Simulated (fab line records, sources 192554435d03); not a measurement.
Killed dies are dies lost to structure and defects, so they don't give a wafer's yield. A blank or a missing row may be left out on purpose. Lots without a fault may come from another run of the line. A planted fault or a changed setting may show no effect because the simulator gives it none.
Chamber matching | flow n5_finfet | N5_BEOL_M5_ETCH_72 on rie_diel-04: 4 sister chambers
The step etches underlayer in N2/H2, target depth 6.5 nm, time 5.2 s. 33 wafers are shown with their chamber, then 12 later ones without.

WAFERS WITH THEIR CHAMBER
wafer  | chamber | drypump_motor_current_A (A) | throttle_valve_pct (%) | etch_rf_on_time_s (s)
L077.4 | 1       | 6.3                         | 18.19                  | 5.11
L077.5 | 1       | 6.3                         | 18.19                  | 5.13
L077.6 | 2       | 5.2                         | 18.12                  | 5.42
L079.1 | 2       | 5.3                         | 18.12                  | 5.42
L079.2 | 3       | 5.7                         | 18.18                  | 5.06
L079.3 | 0       | 5.8                         | 17.63                  | 5.08
L079.4 | 2       | 5.3                         | 18.12                  | 5.33
L079.5 | 0       | 5.8                         | 17.63                  | 5.10
L079.6 | 3       | 5.7                         | 18.13                  | 5.04
L082.1 | 3       | 5.7                         | 18.15                  | 5.04
L082.3 | 0       | 5.8                         | 17.61                  | 5.11
L082.4 | 2       | 5.3                         | 18.15                  | 5.37
L087.1 | 1       | 6.3                         | 17.76                  | 5.06
L087.2 | 0       | 5.8                         | 17.64                  | 5.20
L087.3 | 2       | 5.3                         | 18.14                  | 5.46
L087.4 | 0       | 5.8                         | 17.62                  | 5.13
L087.5 | 1       | 6.3                         | 17.76                  | 5.03
L087.6 | 2       | 5.3                         | 18.15                  | 5.46
L085.1 | 1       | 6.3                         | 17.74                  | 5.03
L085.2 | 2       | 5.2                         | 18.16                  | 5.41
L085.3 | 0       | 5.8                         | 17.63                  | 5.17
L085.4 | 0       | 5.8                         | 17.64                  | 5.12
L085.5 | 1       | 6.3                         | 17.76                  | 4.99
L085.6 | 2       | 5.3                         | 18.14                  | 5.42
L086.2 | 2       | 5.2                         | 18.16                  | 5.32
L086.4 | 1       | 6.3                         | 17.78                  | 5.03
L086.5 | 2       | 5.3                         | 18.16                  | 5.36
L076.3 | 1       | 6.2                         | 17.77                  | 5.01
L076.4 | 2       | 5.2                         | 18.17                  | 5.38
L076.6 | 1       | 6.3                         | 17.78                  | 4.96
L089.2 | 0       | 5.8                         | 17.66                  | 5.22
L089.3 | 1       | 6.3                         | 17.77                  | 5.05
L089.5 | 2       | 5.2                         | 18.17                  | 5.45

SIGNATURES (means of the wafers above)
reading                 | chamber 0 | chamber 1 | chamber 2 | chamber 3 | scatter within a chamber
drypump_motor_current_A | 5.800     | 6.290     | 5.258     | 5.700     | 0.0363
throttle_valve_pct      | 17.6325   | 17.8500   | 18.1467   | 18.1533   | 0.101
etch_rf_on_time_s       | 5.1413    | 5.0400    | 5.4000    | 5.0467    | 0.0479
Rule: a wafer's distance from a chamber is the root of the sum, over the readings, of the square of ((its reading less the chamber's mean) divided by the reading's scatter). The wafer belongs to the nearest chamber; if the next one is less than 2 further off, it can't be placed. The scatter: the root of (the sum of the squares of (reading less its chamber's mean) over the shown wafers, divided by (wafers less chambers)).

WAFERS WITHOUT THEIR CHAMBER
wafer  | drypump_motor_current_A (A) | throttle_valve_pct (%) | etch_rf_on_time_s (s)
L091.2 | 6.3                         | 17.77                  | 4.98
L091.5 | 5.2                         | 18.19                  | 5.36
L091.6 | 5.6                         | 17.67                  | 5.03
L094.1 | 6.3                         | 17.78                  | 4.98
L094.2 | 5.7                         | 17.67                  | 4.95
L094.3 | 5.3                         | 18.21                  | 5.29
L094.4 | 5.8                         | 17.67                  | 5.12
L094.5 | 5.8                         | 17.67                  | 5.07
L094.6 | 6.3                         | 17.79                  | 4.98
L096.2 | 5.3                         | 18.19                  | 5.32
L096.5 | 6.2                         | 17.80                  | 4.99
L096.6 | 5.8                         | 17.68                  | 5.11

WHICH CHAMBER EACH WENT THROUGH
wafer  | from the rows above     | in truth
L091.2 | 1                       | 1
L091.5 | 2                       | 2
L091.6 | can't be placed: 3 or 0 | 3
L094.1 | 1                       | 1
L094.2 | can't be placed: 0 or 3 | 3
L094.3 | 2                       | 2
L094.4 | 0                       | 0
L094.5 | 0                       | 0
L094.6 | 1                       | 1
L096.2 | 2                       | 2
L096.5 | 1                       | 1
L096.6 | 0                       | 0
Placed correctly: 10 of 12. Can't be placed from these rows: 2 (the true chamber is among the candidates in 2). Placed wrongly: 0.
